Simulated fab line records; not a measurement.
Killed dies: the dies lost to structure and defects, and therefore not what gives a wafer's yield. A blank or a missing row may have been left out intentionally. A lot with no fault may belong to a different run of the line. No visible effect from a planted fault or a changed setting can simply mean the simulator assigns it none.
fab line records + flow n5Finfet
record
- lots=5
- wafers=14
- lastDay=19
route steps=1938 shown DUMMY_GATE@248 SPACER0@258 SD_EPI_N@262 BEOL_M4@1111
lots that met no fault: taken from a fault-free run of the same line
startH: hours from the record's first day to the start of the lot's first wafer shown + waitH: how many hours have passed since the lot's step before this one + " repeats the value in the row above + L1.1+2: a single row standing in for several wafers + - no value, or no start was given + * or withheld: withheld + < > ~ a bound
route shown NAME@n: names a module that has steps shown in the file, with the first one's number in the route + usual: the fault-free wafers' mean and standard deviation + same: alike in all rows + chamber/n: place in a boat + sites: readings site by site + _std_site: how widely they spread, as a standard deviation + _edge_site: mean of outer sites minus mean of inner sites + radiusMm: how far each site lies from the wafer's centre + mask NAME#n: copy n + behind: the most recent tool/chamber to have shaped the wafer + hold: reason for holding the lot/hours on hold/outcome of the hold + device: names the non-switching transistor (n, p or np) + end of line: tests of these same wafers at the route's end + a step without rows: its recipe alone + killed: count of dies lost to structure and defects at first sort (not the wafer's yield) + map: shows each die of a wafer: x if killed, . if not, _ if none is there
set.NAME: the setting the step ran with; set.NAME@STEP: the setting that earlier step ran with + model.NAME: the simulator's own value behind a step, which no gauge read
lots seen at some steps along the route; tables by step, rows by wafer
services: a tool's chamber out of use, with start hour (startH, from the record's first day; less than 0 if before it), hours out, and reason
## steps
# step N5_DUMMY_GATE_ETCH_44
# recipe
- chemistry=HBr/O2
- overEtchFrac=0.7
- targetDepthA=1275
- stopOn=SiO2
- ionEnergyEv=60
- biasW=20
- target=poly-Si
- maskMaterial=SiO2
- pressureMtorr=20
- icpW=400
- HBr_flow_sccm=120
- O2_flow_sccm=10
# usual
- drypumpMotorCurrentA=6.0/0.38
- oesProductAu=0.727/0.01
- throttleValvePct=18.43/0.19
| lot.wafer | tool     | chamber | startH | waitH | drypumpMotorCurrentA | oesProductAu | rfHoursCounterH | throttleValvePct |
|-----------|----------|---------|--------|-------|----------------------|--------------|-----------------|------------------|
| L456.1    | rieSi-02 | 3       | 66.19  | 0.0   | 6.5                  | 0.732        | 104             | 18.88            |
| L456.3    | "        | 2       | "      | "     | 6.6                  | 0.717        | 86              | 18.47            |
| L456.5    | "        | 0       | "      | "     | 6.0                  | 0.735        | -               | 18.46            |
| L461.2    | rieSi-02 | 0       | 94.16  | 0.0   | 6.0                  | 0.744        | 3               | 18.47            |
| L461.5    | "        | 0       | "      | "     | 6.1                  | 0.739        | -               | 18.46            |
| L461.6    | "        | 3       | "      | "     | 6.4                  | 0.734        | -               | 18.88            |
| L472.3    | rieSi-03 | 1       | 163.41 | 0.0   | 6.4                  | 0.712        | 121             | 18.30            |
| L472.6    | "        | 1       | "      | "     | 6.4                  | 0.717        | -               | 18.32            |
| L475.2    | rieSi-01 | 2       | 179.13 | 0.0   | 6.2                  | 0.726        | 132             | 18.40            |
| L475.5    | "        | 2       | "      | "     | 6.3                  | 0.743        | -               | 18.41            |
| L475.6    | "        | 1       | "      | "     | 5.8                  | 0.719        | -               | 18.26            |
| L476.1    | rieSi-01 | 0       | 185.70 | 0.0   | 6.0                  | 0.727        | 88              | 18.64            |
| L476.4    | "        | 2       | "      | "     | 6.3                  | 0.736        | -               | 18.40            |
| L476.6    | "        | 0       | "      | "     | 5.9                  | 0.731        | -               | 18.64            |
# step N5_DUMMY_GATE_CD_MEAS_24
# recipe
- targetCdNm=15
# usual
- cdNm=15.0/0.31
| lot.wafer | tool     | chamber | startH | waitH | cdNm |
|-----------|----------|---------|--------|-------|------|
| L456.1    | cdSem-02 | -       | 66.30  | 0.1   | 14.5 |
| L456.3    | "        | -       | "      | "     | 14.7 |
| L456.5    | "        | -       | "      | "     | 14.5 |
| L461.2    | cdSem-01 | -       | 94.28  | 0.1   | 15.0 |
| L461.5    | "        | -       | "      | "     | 15.2 |
| L461.6    | "        | -       | "      | "     | 15.1 |
| L472.3    | cdSem-01 | -       | 163.52 | 0.1   | 14.8 |
| L472.6    | "        | -       | "      | "     | 15.0 |
| L475.2    | cdSem-03 | -       | 179.24 | 0.1   | 15.1 |
| L475.5    | "        | -       | "      | "     | 14.9 |
| L475.6    | "        | -       | "      | "     | 15.2 |
| L476.1    | cdSem-03 | -       | 185.81 | 0.1   | 15.0 |
| L476.4    | "        | -       | "      | "     | 15.5 |
| L476.6    | "        | -       | "      | "     | 14.9 |
# step N5_DUMMY_GATE_ETCH_42
# recipe
- chemistry=CHF3/O2
- target=SiO2
- targetDepthA=35
- timeS=31
- ionEnergyEv=30
- biasW=12
- pressureMtorr=30
- sourceW=600
- Ar_flow_sccm=200
- CHF3_flow_sccm=50
- O2_flow_sccm=5
# step N5_DUMMY_GATE_STRIP_48
# recipe
- chemistry=N2/H2
- timeS=20
- powerW=100
- tempC=40
- pressureMtorr=100
- rfFrequencyHz=6e+07
- biasPowerW=3
- n2FlowSccm=300
- h2FlowSccm=300
# step N5_DUMMY_GATE_PRECLEAN_33
# recipe
- chemistry=dHF
- timeS=10
- dilution=750:1
- tempC=25
# step N5_DUMMY_GATE_PRECLEAN_25
# recipe
- chemistry=O3/DIW
- timeS=45
- tempC=22
- o3Ppm=10
# step N5_DUMMY_GATE_PRECLEAN_51
# recipe
- chemistry=SC2
- timeS=45
- tempC=35
- mix=1:1:50
# step N5_DUMMY_GATE_SRD_26
# recipe
- dry=ipaMarangoni
- timeS=30
- tempC=23
- rinseLiquid=diw
# step N5_DUMMY_GATE_UV_OZONE_45
# recipe
- timeS=120
- pressureTorr=760
- tempC=25
# step N5_DUMMY_GATE_INSPECT_27
# recipe
- inspectInstrument=brightfield
- mode=aei
# usual
- rawDefectCount=271/71
| lot.wafer | tool             | chamber | startH | waitH | rawDefectCount |
|-----------|------------------|---------|--------|-------|----------------|
| L456.1    | defectInspect-02 | -       | 66.59  | 0.0   | 346            |
| L456.3    | "                | -       | "      | "     | 364            |
| L456.5    | "                | -       | "      | "     | 473            |
| L461.2    | defectInspect-01 | -       | 94.57  | 0.0   | 316            |
| L461.5    | "                | -       | "      | "     | 432            |
| L461.6    | "                | -       | "      | "     | 247            |
| L472.3    | defectInspect-02 | -       | 163.81 | 0.0   | 282            |
| L472.6    | "                | -       | "      | "     | 257            |
| L475.2    | defectInspect-01 | -       | 179.54 | 0.0   | 351            |
| L475.5    | "                | -       | "      | "     | 278            |
| L475.6    | "                | -       | "      | "     | 271            |
| L476.1    | defectInspect-02 | -       | 186.09 | 0.0   | 241            |
| L476.4    | "                | -       | "      | "     | 324            |
| L476.6    | "                | -       | "      | "     | 289            |
# step N5_SPACER0_ALD_07
# recipe
- material=SiNx
- targetThkA=20
- tempC=400
- aldPrecursorFamily=SiH2I2
- aldCoReactant=N2/H2-plasma
- pressureTorr=2
# usual
- heaterPowerW=830/80
| lot.wafer | tool      | chamber | startH | waitH | heaterPowerW |
|-----------|-----------|---------|--------|-------|--------------|
| L456.1    | aldSin-03 | 3       | 66.75  | 0.2   | 934          |
| L456.3    | "         | 2       | "      | "     | 699          |
| L456.5    | "         | 1       | "      | "     | 865          |
| L461.2    | aldSin-02 | 1       | 95.75  | 1.2   | 773          |
| L461.5    | "         | 0       | "      | "     | 842          |
| L461.6    | "         | 3       | "      | "     | 758          |
| L472.3    | aldSin-03 | 1       | 163.85 | 0.0   | 896          |
| L472.6    | "         | 3       | "      | "     | 933          |
| L475.2    | aldSin-02 | 1       | 180.08 | 0.5   | 780          |
| L475.5    | "         | 0       | "      | "     | 840          |
| L475.6    | "         | 3       | "      | "     | 752          |
| L476.1    | aldSin-02 | 3       | 186.13 | 0.0   | 763          |
| L476.4    | "         | 2       | "      | "     | 977          |
| L476.6    | "         | 2       | "      | "     | 952          |
# step N5_SPACER0_ALD_00
# recipe
- material=SiOCN
- targetThkA=35
- tempC=400
- aldPrecursorFamily=alkyl-aminosilane
- aldCoReactant=O2/N2-plasma
- pulseTimeS=3
- purgeTimeS=2
- coReactantPurgeTimeS=2
- aldCycles=58
- pressureTorr=2
# step N5_SPACER0_ALD_08
# recipe
- material=SiNx
- targetThkA=20
- tempC=400
- aldPrecursorFamily=SiH2I2
- aldCoReactant=N2/H2-plasma
- pressureTorr=2
# usual
- heaterPowerW=831/80
| lot.wafer | tool      | chamber | startH | waitH | heaterPowerW | model.SiNx_of_SPACER0_ALD_08.thkNm |
|-----------|-----------|---------|--------|-------|--------------|------------------------------------|
| L456.1    | aldSin-03 | 3       | 67.16  | 0.1   | 926          | 2                                  |
| L456.3    | "         | 2       | "      | "     | 706          | 2                                  |
| L456.5    | "         | 1       | "      | "     | 881          | 2                                  |
| L461.2    | aldSin-02 | 1       | 96.16  | 0.1   | 765          | 2                                  |
| L461.5    | "         | 0       | "      | "     | 830          | 2                                  |
| L461.6    | "         | 3       | "      | "     | 764          | 2                                  |
| L472.3    | aldSin-03 | 1       | 164.26 | 0.1   | 871          | 1.6                                |
| L472.6    | "         | 3       | "      | "     | 898          | 2                                  |
| L475.2    | aldSin-02 | 0       | 182.62 | 2.3   | 844          | 2                                  |
| L475.5    | "         | 2       | "      | "     | 941          | 2                                  |
| L475.6    | "         | 1       | "      | "     | 767          | 2                                  |
| L476.1    | aldSin-02 | 3       | 186.54 | 0.1   | 778          | 2                                  |
| L476.4    | "         | 2       | "      | "     | 955          | 2                                  |
| L476.6    | "         | 2       | "      | "     | 982          | 2                                  |
# step N5_SPACER0_INSPECT_04
# recipe
- inspectInstrument=darkfield
- mode=postDep
# usual
- rawDefectCount=135/34
| lot.wafer | tool             | chamber | startH | waitH | rawDefectCount |
|-----------|------------------|---------|--------|-------|----------------|
| L456.1    | defectInspect-01 | -       | 67.32  | 0.1   | 115            |
| L456.3    | "                | -       | "      | "     | 141            |
| L456.5    | "                | -       | "      | "     | 176            |
| L461.2    | defectInspect-01 | -       | 96.32  | 0.1   | 131            |
| L461.5    | "                | -       | "      | "     | 187            |
| L461.6    | "                | -       | "      | "     | 98             |
| L472.3    | defectInspect-02 | -       | 164.41 | 0.1   | 133            |
| L472.6    | "                | -       | "      | "     | 111            |
| L475.2    | defectInspect-01 | -       | 182.78 | 0.1   | 126            |
| L475.5    | "                | -       | "      | "     | 140            |
| L475.6    | "                | -       | "      | "     | 101            |
| L476.1    | defectInspect-02 | -       | 186.69 | 0.1   | 177            |
| L476.4    | "                | -       | "      | "     | 186            |
| L476.6    | "                | -       | "      | "     | 127            |
# step N5_SD_EPI_N_COAT_32
# recipe
- resist=SOC
- tempC=250
- timeS=60
- spinRpm=1500
- resistThkNm=350
# step N5_SD_EPI_N_COAT_33
# recipe
- resist=SiARC
- tempC=220
- timeS=60
- spinRpm=1500
- resistThkNm=35
# step N5_SD_EPI_N_COAT_03
# recipe
- resist=CAR-ArF-block
- spinRpm=1500
- resistThkNm=150
# step N5_SD_EPI_N_EBR_05
# recipe
- solvent=PGMEA
- ebrWidthMm=1.5
# step N5_SD_EPI_N_SOFTBAKE_04
# recipe
- tempC=110
- timeS=60
- resist=CAR-ArF-block
# step N5_SD_EPI_N_EXPOSE_06
# recipe
- maskId=SD_N_BLK
- na=1.35
- sourceShape=conventional
- sigmaOuter=0.8
- polarization=unpolarized
- targetCdNm=120
- doseMj=39.75
# step N5_SD_EPI_N_PEB_07
# recipe
- pebTempC=110
- pebTimeS=60
- resist=CAR-ArF-block
# step N5_SD_EPI_N_DEVELOP_08
# recipe
- developTimeS=30
- developer=TMAH
- resist=CAR-ArF-block
- devTempC=23
- rinseLiquid=diw
- dry=airSpin
# step N5_SD_EPI_N_CD_MEAS_09
# recipe
- targetCdNm=120
- landingEnergyEv=500
- detector=seInlens
# usual
- cdNm=119.9/0.55
| lot.wafer | tool     | chamber | startH | waitH | cdNm  |
|-----------|----------|---------|--------|-------|-------|
| L456.1    | cdSem-03 | 0       | 67.72  | -     | 120.2 |
| L456.3    | "        | 0       | "      | "     | 119.9 |
| L456.5    | "        | 0       | "      | "     | 120.0 |
| L461.2    | cdSem-01 | 0       | 96.72  | -     | 120.4 |
| L461.5    | "        | 0       | "      | "     | 119.6 |
| L461.6    | "        | 0       | "      | "     | 120.1 |
| L472.3    | cdSem-01 | 0       | 164.81 | -     | 118.8 |
| L472.6    | "        | 0       | "      | "     | 119.0 |
| L475.2    | cdSem-02 | 0       | 183.05 | -     | 120.3 |
| L475.5    | "        | 0       | "      | "     | 119.2 |
| L475.6    | "        | 0       | "      | "     | 120.3 |
| L476.1    | cdSem-02 | 0       | 187.09 | -     | 119.6 |
| L476.4    | "        | 0       | "      | "     | 119.7 |
| L476.6    | "        | 0       | "      | "     | 119.8 |
# step N5_SD_EPI_N_OVL_MEAS_10
# recipe
- pointsPerWafer=44
# usual
- SD_N_BLK_OVL=0.2/0.72
| lot.wafer | tool       | chamber | startH | waitH | SD_N_BLK_OVL[nm] |
|-----------|------------|---------|--------|-------|------------------|
| L456.1    | overlay-02 | 0       | 67.75  | 0.0   | -0.9             |
| L456.3    | "          | 0       | "      | "     | -0.4             |
| L456.5    | "          | 0       | "      | "     | 0.0              |
| L461.2    | overlay-01 | 0       | 96.74  | 0.0   | 0.0              |
| L461.5    | "          | 0       | "      | "     | 0.1              |
| L461.6    | "          | 0       | "      | "     | -0.2             |
| L472.3    | overlay-02 | 0       | 164.84 | 0.0   | 0.1              |
| L472.6    | "          | 0       | "      | "     | -0.4             |
| L475.2    | overlay-02 | 0       | 183.08 | 0.0   | -0.1             |
| L475.5    | "          | 0       | "      | "     | -0.2             |
| L475.6    | "          | 0       | "      | "     | 0.7              |
| L476.1    | overlay-02 | 0       | 187.12 | 0.0   | -0.7             |
| L476.4    | "          | 0       | "      | "     | -0.1             |
| L476.6    | "          | 0       | "      | "     | -0.7             |
# step N5_SD_EPI_N_INSPECT_11
# recipe
- mode=adi
- inspectInstrument=macro
# usual
- rawDefectCount=2.1/1.4
| lot.wafer | tool             | chamber | startH | waitH | rawDefectCount |
|-----------|------------------|---------|--------|-------|----------------|
| L456.1    | defectInspect-02 | -       | 67.77  | 0.0   | 2              |
| L456.3    | "                | -       | "      | "     | 6              |
| L456.5    | "                | -       | "      | "     | 6              |
| L461.2    | defectInspect-02 | -       | 96.77  | 0.0   | 4              |
| L461.5    | "                | -       | "      | "     | 1              |
| L461.6    | "                | -       | "      | "     | 2              |
| L472.3    | defectInspect-02 | -       | 164.87 | 0.0   | 1              |
| L472.6    | "                | -       | "      | "     | 1              |
| L475.2    | defectInspect-02 | -       | 183.11 | 0.0   | 0              |
| L475.5    | "                | -       | "      | "     | 2              |
| L475.6    | "                | -       | "      | "     | 2              |
| L476.1    | defectInspect-02 | -       | 187.15 | 0.0   | 3              |
| L476.4    | "                | -       | "      | "     | 0              |
| L476.6    | "                | -       | "      | "     | 1              |
# step N5_SD_EPI_N_DESCUM_14
# recipe
- chemistry=O2
- timeS=7.9
- sourcePowerW=50
- biasPowerW=20
- pressureMtorr=20
- rfFrequencyHz=2.712e+07
- tempC=40
- resist=CAR-ArF-block
- o2FlowSccm=225
# usual
- drypumpMotorCurrentA=5.9/0.5
- oesProductAu=0.78/0.078
- rfVppV=243.8/1.4
- showerheadPlenumPTorr=2.14/0.069
- throttleValvePct=20.42/0.19
| lot.wafer | tool       | chamber | startH | waitH | drypumpMotorCurrentA | oesProductAu | rfHoursCounterH | rfVppV | showerheadPlenumPTorr | throttleValvePct |
|-----------|------------|---------|--------|-------|----------------------|--------------|-----------------|--------|-----------------------|------------------|
| L456.1    | rieDiel-05 | 0       | 67.81  | 0.0   | 5.7                  | 0.78         | 88              | 244.9  | 2.20                  | 20.45            |
| L456.3    | "          | 2       | "      | "     | 5.9                  | 0.73         | 188             | 244.9  | 2.18                  | 20.21            |
| L456.5    | "          | 3       | "      | "     | 6.4                  | 0.76         | -               | 246.2  | 2.18                  | 20.53            |
| L461.2    | rieDiel-02 | 3       | 96.85  | 0.1   | 5.8                  | 0.86         | 69              | 244.2  | 2.20                  | 20.52            |
| L461.5    | "          | 0       | "      | "     | 6.2                  | 0.75         | -               | 244.6  | 2.18                  | 20.36            |
| L461.6    | "          | 3       | "      | "     | 5.8                  | 0.85         | -               | 244.2  | 2.20                  | 20.51            |
| L472.3    | rieDiel-03 | 3       | 164.90 | 0.0   | 6.1                  | 0.76         | 151             | 243.1  | 2.09                  | 20.48            |
| L472.6    | "          | 3       | "      | "     | 6.1                  | 0.76         | -               | 242.4  | 2.09                  | 20.47            |
| L475.2    | rieDiel-05 | 2       | 183.21 | 0.1   | 5.9                  | 0.71         | 228             | 241.2  | 2.16                  | 20.27            |
| L475.5    | "          | 0       | "      | "     | 5.7                  | 0.74         | -               | 244.9  | 2.18                  | 20.51            |
| L475.6    | "          | 3       | "      | "     | 6.4                  | 0.72         | -               | 244.9  | 2.17                  | 20.59            |
| L476.1    | rieDiel-05 | 0       | 187.19 | 0.0   | 5.6                  | 0.74         | 133             | 246.1  | 2.18                  | 20.53            |
| L476.4    | "          | 3       | "      | "     | 6.4                  | 0.71         | 191             | 244.4  | 2.16                  | 20.58            |
| L476.6    | "          | 2       | "      | "     | 5.9                  | 0.70         | -               | 244.7  | 2.16                  | 20.29            |
# step N5_SD_EPI_N_ETCH_34
# recipe
- chemistry=CF4
- target=SiARC
- targetDepthA=455
- maskMaterial=CAR-ArF-block
- timeS=75.8
- ionEnergyEv=80
- pressureMtorr=40
- sourceW=545
- biasW=36
- Ar_flow_sccm=100
- cf4FlowSccm=100
- ends=cleared
# step N5_SD_EPI_N_ETCH_35
# recipe
- chemistry=N2/H2
- target=SOC
- overetchA=1080
- maskMaterial=SiARC
- tempC=40
- ionEnergyEv=100
- sourceW=3000
- biasW=133
- pressureMtorr=20
- timeS=486
- n2FlowSccm=200
- h2FlowSccm=200
# step N5_SD_EPI_N_STRIP_36
# recipe
- chemistry=N2/H2
- tempC=40
- n2FlowSccm=200
- h2FlowSccm=200
- rfFrequencyHz=6e+07
# step N5_SD_EPI_N_ETCHBACK_44
# recipe
- chemistry=CH3F/O2
- mode=anisotropicEtchback
- target=SiNx
- targetDepthA=145
- stopOn=SiO2
- overEtchFrac=0.3
- ionEnergyEv=120
- pressureMtorr=30
- sourceW=395
- biasW=73
- Ar_flow_sccm=150
- CH3F_flow_sccm=30
- O2_flow_sccm=20
# usual
- drypumpMotorCurrentA=5.9/0.5
- oesProductAu=0.67/0.062
- rfVppV=299/3.2
- showerheadPlenumPTorr=2.05/0.067
- throttleValvePct=16.35/0.2
| lot.wafer | tool       | chamber | startH | waitH | drypumpMotorCurrentA | oesProductAu | rfHoursCounterH | rfVppV | showerheadPlenumPTorr | throttleValvePct |
|-----------|------------|---------|--------|-------|----------------------|--------------|-----------------|--------|-----------------------|------------------|
| L456.1    | rieDiel-05 | 0       | 68.22  | 0.0   | 5.7                  | 0.67         | 88              | 300    | 2.11                  | 16.39            |
| L456.3    | "          | 2       | "      | "     | 5.9                  | 0.63         | 188             | 302    | 2.07                  | 16.12            |
| L456.5    | "          | 3       | "      | "     | 6.4                  | 0.65         | -               | 299    | 2.08                  | 16.49            |
| L461.2    | rieDiel-02 | 3       | 97.26  | 0.0   | 5.8                  | 0.73         | 70              | 303    | 2.11                  | 16.43            |
| L461.5    | "          | 0       | "      | "     | 6.2                  | 0.64         | -               | 303    | 2.09                  | 16.36            |
| L461.6    | "          | 3       | "      | "     | 5.8                  | 0.73         | -               | 302    | 2.11                  | 16.42            |
| L472.3    | rieDiel-03 | 3       | 165.31 | 0.0   | 6.1                  | 0.65         | 151             | 294    | 2.00                  | 16.39            |
| L472.6    | "          | 3       | "      | "     | 6.1                  | 0.65         | -               | 293    | 2.00                  | 16.40            |
| L475.2    | rieDiel-05 | 2       | 183.62 | 0.0   | 5.9                  | 0.60         | 228             | 299    | 2.05                  | 16.20            |
| L475.5    | "          | 0       | "      | "     | 5.7                  | 0.64         | -               | 299    | 2.09                  | 16.46            |
| L475.6    | "          | 3       | "      | "     | 6.4                  | 0.61         | -               | 301    | 2.07                  | 16.53            |
| L476.1    | rieDiel-05 | 0       | 187.61 | 0.0   | 5.7                  | 0.64         | 133             | 299    | 2.09                  | 16.48            |
| L476.4    | "          | 3       | "      | "     | 6.4                  | 0.61         | 192             | 300    | 2.07                  | 16.56            |
| L476.6    | "          | 2       | "      | "     | 5.9                  | 0.60         | -               | 299    | 2.05                  | 16.20            |
# step N5_SD_EPI_N_ETCH_45
# recipe
- chemistry=CH3F/O2
- target=SiOCN
- targetDepthA=60
- maskMaterial=SOC
- ionEnergyEv=60
- biasW=29
- pressureMtorr=15
- sourceW=410
- Ar_flow_sccm=150
- CH3F_flow_sccm=30
- O2_flow_sccm=20
# step N5_SD_EPI_N_ETCH_16
# recipe
- chemistry=CHF3/O2
- target=SiO2
- targetDepthA=50
- maskMaterial=SOC
- pressureMtorr=30
- sourceW=650
- biasW=170
- Ar_flow_sccm=200
- CHF3_flow_sccm=50
- O2_flow_sccm=5
- ionEnergyEv=200
# step N5_SD_EPI_N_STRIP_47
# recipe
- chemistry=CHF3/O2
- resist=SiARC
- rfFrequencyHz=6e+07
# step N5_SD_EPI_N_SD_RECESS_17
# recipe
- chemistry=HBr/Cl2/O2
- targetDepthA=410
- maskMaterial=SOC
- timeS=23.7
- btTimeS=3
- pressureMtorr=10
- icpW=800
- biasW=112
- HBr_flow_sccm=150
- Cl2_flow_sccm=80
- O2_flow_sccm=12
# usual
- drypumpMotorCurrentA=5.9/0.47
- oesProductAu=1.005/0.018
- throttleValvePct=37.1/0.36
# same
- btTimeS=3
| lot.wafer | tool     | chamber | startH | waitH | drypumpMotorCurrentA | oesProductAu | rfHoursCounterH | throttleValvePct |
|-----------|----------|---------|--------|-------|----------------------|--------------|-----------------|------------------|
| L456.1    | rieSi-06 | 3       | 68.49  | 0.0   | 5.6                  | 1.018        | 157             | 36.9             |
| L456.3    | "        | 1       | "      | "     | 5.4                  | 0.989        | 104             | 36.7             |
| L456.5    | "        | 0       | "      | "     | 5.1                  | 1.007        | -               | 37.2             |
| L461.2    | rieSi-05 | 2       | 97.53  | 0.0   | 6.7                  | 0.988        | 1               | 37.4             |
| L461.5    | "        | 2       | "      | "     | 6.7                  | 0.991        | -               | 37.5             |
| L461.6    | "        | 1       | "      | "     | 6.0                  | 1.015        | -               | 37.7             |
| L472.3    | rieSi-05 | 1       | 165.59 | 0.0   | 6.0                  | 1.019        | 100             | 37.7             |
| L472.6    | "        | 0       | "      | "     | 5.3                  | 0.976        | -               | 36.7             |
| L475.2    | rieSi-04 | 2       | 183.89 | 0.0   | 6.4                  | 1.035        | 111             | 37.5             |
| L475.5    | "        | 0       | "      | "     | 5.9                  | 0.983        | -               | 36.8             |
| L475.6    | "        | 1       | "      | "     | 5.8                  | 1.004        | -               | 36.8             |
| L476.1    | rieSi-05 | 1       | 187.88 | 0.0   | 6.1                  | 1.018        | 101             | 37.7             |
| L476.4    | "        | 3       | "      | "     | 6.1                  | 0.994        | 40              | 36.8             |
| L476.6    | "        | 2       | "      | "     | 6.7                  | 0.986        | -               | 37.5             |
# step N5_SD_EPI_N_STRIP_38
# recipe
- chemistry=N2/H2
- powerW=1000
- tempC=250
- h2Frac=0.65
- overashFraction=0.3
- pressureMtorr=withheld
- n2FlowSccm=1750
- h2FlowSccm=3250
# step N5_SD_EPI_N_WET_ETCH_43
# recipe
- chemistry=dHF
- dilution=withheld
- timeS=14
- target=SiO2
- targetDepthA=15
- tempC=25
| lot.wafer  | tool        | chamber | startH | waitH | model.SiNx_of_SPACER0_ALD_08.thkNm |
|------------|-------------|---------|--------|-------|------------------------------------|
| L456.1+3+5 | wetBench-03 | 6,3,1   | 68.67  | -     | 1.6                                |
| L461.2+5+6 | wetBench-03 | 5,7,3   | 97.71  | -     | 1.6                                |
| L472.3     | wetBench-03 | 3       | 165.77 | -     | 1                                  |
| L472.6     | "           | 4       | "      | "     | 1.6                                |
| L475.2+5+6 | wetBench-06 | 4,3,5   | 184.08 | -     | 1.6                                |
| L476.1+4+6 | wetBench-03 | 6,0,2   | 188.06 | -     | 1.6                                |
# step N5_SD_EPI_N_STRIP_18
# recipe
- chemistry=SPM
- timeS=750
- tempC=130
- h2so4H2o2VolRatio=4
# step N5_BEOL_M4_RC_MEAS_101
# usual
- DIBL_N=36.4/1.4
- DIBL_P=36.4/1.5
- IOFF_N=0.156/0.022
- IOFF_P=0.210/0.023
- ION_N=675/9.1
- ION_P=463/5.7
- SS_N=71.6/0.45
- SS_P=73.3/0.56
- VT_N=250/3.1
- VT_P=-250.3/2.3
| lot.wafer | tool      | chamber | startH | waitH | DIBL_N[mV/V] | DIBL_P[mV/V] | IOFF_N[nA/um] | IOFF_P[nA/um] | ION_N[uA/um] | ION_P[uA/um] | SS_N[mV/dec] | SS_P[mV/dec] | VT_N[mV] | VT_P[mV] |
|-----------|-----------|---------|--------|-------|--------------|--------------|---------------|---------------|--------------|--------------|--------------|--------------|----------|----------|
| L456.1    | prober-01 | 0       | 204.19 | 0.0   | 37.2         | 37.6         | 0.194         | 0.225         | 688          | 466          | 72.1         | 74.0         | 247      | -251.5   |
| L456.3    | "         | 0       | "      | "     | 36.7         | 36.4         | 0.174         | 0.203         | 679          | 461          | 70.8         | 74.3         | 250      | -254.5   |
| L456.5    | "         | 0       | "      | "     | 35.7         | 34.7         | 0.153         | 0.184         | 674          | 454          | 71.7         | 73.2         | 248      | -252.9   |
| L461.2    | prober-01 | 0       | 242.12 | 0.2   | 38.4         | 41.1         | 0.218         | 0.288         | 696          | 471          | 71.7         | 74.5         | 243      | -245.6   |
| L461.5    | "         | 0       | "      | "     | 35.5         | 37.5         | 0.162         | 0.217         | 676          | 464          | 71.1         | 72.9         | 249      | -247.3   |
| L461.6    | "         | 0       | "      | "     | 36.9         | 38.5         | 0.187         | 0.229         | 685          | 464          | 71.4         | 73.7         | 245      | -249.3   |
| L472.3    | prober-02 | 0       | 311.27 | 0.3   | 37.2         | 38.5         | 0.173         | 0.240         | 684          | 476          | 71.6         | 73.0         | 249      | -247.0   |
| L472.6    | "         | 0       | "      | "     | 33.9         | 34.7         | 0.116         | 0.168         | 665          | 456          | 71.0         | 72.4         | 254      | -252.2   |
| L475.2    | prober-02 | 0       | 327.85 | 0.2   | 36.4         | 37.5         | 0.167         | 0.238         | 683          | 474          | 72.1         | 73.0         | 249      | -248.2   |
| L475.5    | "         | 0       | "      | "     | 36.3         | 37.1         | 0.158         | 0.233         | 688          | 475          | 71.7         | 72.9         | 250      | -246.6   |
| L475.6    | "         | 0       | "      | "     | 37.8         | 37.9         | 0.193         | 0.260         | 685          | 473          | 71.9         | 73.3         | 245      | -248.3   |
| L476.1    | prober-02 | 0       | 342.18 | 0.0   | 34.4         | 34.2         | 0.117         | 0.185         | 655          | 450          | 71.2         | 72.3         | 256      | -249.0   |
| L476.4    | "         | 0       | "      | "     | 34.6         | 35.9         | 0.135         | 0.201         | 662          | 464          | 71.7         | 73.5         | 251      | -250.3   |
| L476.6    | "         | 0       | "      | "     | 35.1         | 35.6         | 0.128         | 0.197         | 657          | 463          | 71.3         | 73.3         | 256      | -251.1   |
## services
| tool        | chamber | startH | hours | kind                        |
|-------------|---------|--------|-------|-----------------------------|
| rieDiel-03  | 1       | 48.64  | 15.8  | repair                      |
| rieSi-01    | 2       | 48.77  | 3.3   | repair                      |
| rieDiel-02  | 1       | 49.54  | -     | clean                       |
| rieDiel-02  | 1       | 49.54  | -     | consumableReplace:focusRing |
| rieDiel-02  | 1       | 49.54  | 16.0  | scheduledDown               |
| rieDiel-02  | 1       | 49.54  | 16.0  | ventCycle                   |
| rieSi-01    | -       | 53.03  | 28.1  | pm                          |
| rieSi-05    | -       | 64.55  | 15.6  | pm                          |
| rieSi-03    | 1       | 67.28  | 5.5   | repair                      |
| rieSi-05    | 0       | 80.15  | -     | clean                       |
| rieSi-05    | 0       | 80.15  | 28.7  | scheduledDown               |
| rieSi-05    | 0       | 80.15  | 28.7  | ventCycle                   |
| aldSin-02   | 2       | 82.74  | 2.1   | repair                      |
| rieSi-06    | -       | 83.31  | 4.3   | pm                          |
| rieSi-01    | 1       | 85.12  | 3.7   | repair                      |
| rieSi-01    | -       | 86.10  | 0.1   | repair                      |
| rieDiel-03  | -       | 99.11  | 2.8   | pm                          |
| wetBench-03 | -       | 122.01 | 0.5   | repair                      |
| rieDiel-02  | 3       | 127.94 | 2.0   | repair                      |
| aldSin-03   | 2       | 156.64 | 36.8  | repair                      |
| rieSi-01    | 3       | 168.75 | 4.6   | repair                      |
| rieSi-03    | 0       | 169.96 | 4.0   | repair                      |
| rieSi-06    | 1       | 181.84 | 9.3   | repair                      |
| rieDiel-02  | 2       | 187.65 | -     | clean                       |
## key
firstSign none at tools or gauges
modelEffect
- step=N5_SPACER0_ALD_08
- value=SiNx_of_SPACER0_ALD_08.thkNm
- without=2
- struck=1.6
modelEffect
- step=N5_SD_EPI_N_WET_ETCH_43
- value=SiNx_of_SPACER0_ALD_08.thkNm
- without=1.6
- struck=1
metAt N5_SPACER0_ALD_08
struckWafers L472.3
onsetBetween 67.16 164.26
fault
- kind=processParameterDrift
- tool=aldSin-03
- chamber=1
- onsetH=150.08
- steps=N5_SPACER0_ALD_08
- channel=targetThkA
- offset=*
- shape=step
- actsIn=*
- stated=*
